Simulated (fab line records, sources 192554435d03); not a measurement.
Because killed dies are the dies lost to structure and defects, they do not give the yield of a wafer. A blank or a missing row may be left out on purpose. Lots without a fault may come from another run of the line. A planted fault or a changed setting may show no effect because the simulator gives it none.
Matching of chambers + flow n5_finfet + N5_MOL_CONTACT_COAG_CONTACT_ETCH_14 on rie_diel-04: 4 sister chambers
The step etches SiO2 in C4F6/O2, target depth 27.5 nm, overetch 8.5 nm, time 20 s. 8 wafers are shown with their chamber, then 12 later ones without.

## WAFERS WITH THEIR CHAMBER
| wafer  | chamber | throttle_valve_pct (%) | showerhead_plenum_p_Torr (Torr) |
|--------|---------|------------------------|---------------------------------|
| L079.5 | 1       | 21.12                  | 2.71                            |
| L080.1 | 0       | 21.70                  | 2.85                            |
| L084.2 | 0       | 21.70                  | 2.84                            |
| L086.2 | 3       | 21.68                  | 3.00                            |
| L086.5 | 1       | 21.14                  | 2.70                            |
| L092.2 | 3       | 21.70                  | 2.99                            |
| L092.3 | 2       | 20.99                  | 2.74                            |
| L092.5 | 2       | 20.99                  | 2.74                            |

## WAFERS WHOSE CHAMBER IS MISSING
| wafer  | throttle_valve_pct (%) | showerhead_plenum_p_Torr (Torr) |
|--------|------------------------|---------------------------------|
| L094.1 | 21.36                  | 2.84                            |
| L094.3 | 21.01                  | 2.74                            |
| L094.5 | 21.72                  | 2.99                            |
| L095.3 | 21.70                  | 2.99                            |
| L095.4 | 21.02                  | 2.74                            |
| L095.5 | 20.90                  | 3.03                            |
| L096.3 | 21.38                  | 2.83                            |
| L096.5 | 21.00                  | 2.74                            |
| L096.6 | 20.91                  | 3.03                            |
| L097.1 | 20.89                  | 3.03                            |
| L097.2 | 21.39                  | 2.83                            |
| L097.6 | 21.72                  | 2.98                            |

## WHICH CHAMBER EACH WENT THROUGH
| wafer  | from the rows above     | in truth                   |
|--------|-------------------------|----------------------------|
| L094.1 | 1                       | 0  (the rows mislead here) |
| L094.3 | 2                       | 2                          |
| L094.5 | 3                       | 3                          |
| L095.3 | 3                       | 3                          |
| L095.4 | 2                       | 2                          |
| L095.5 | 2                       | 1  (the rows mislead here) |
| L096.3 | can't be placed: 0 or 1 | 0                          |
| L096.5 | 2                       | 2                          |
| L096.6 | 2                       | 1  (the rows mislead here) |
| L097.1 | 2                       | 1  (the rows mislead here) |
| L097.2 | can't be placed: 0 or 1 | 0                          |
| L097.6 | 3                       | 3                          |
6 of 12 placed correctly. Cannot be placed on the basis of these rows: 2; the candidates contain the true chamber in 2. Placed wrongly: 4.
How it was worked out, from the rows above alone: a wafer's distance from a chamber is the root of the sum, over the readings, of the square of ((its reading less the chamber's mean) divided by the reading's scatter). The wafer belongs to the nearest chamber; if the next one is less than 2 further off, it can't be placed. For every chamber, the mean is computed from those of its wafers that are shown. The scatter is the square root of a quotient: the sum, over the shown wafers, of each reading's squared deviation from its chamber's mean, divided by wafers minus chambers.
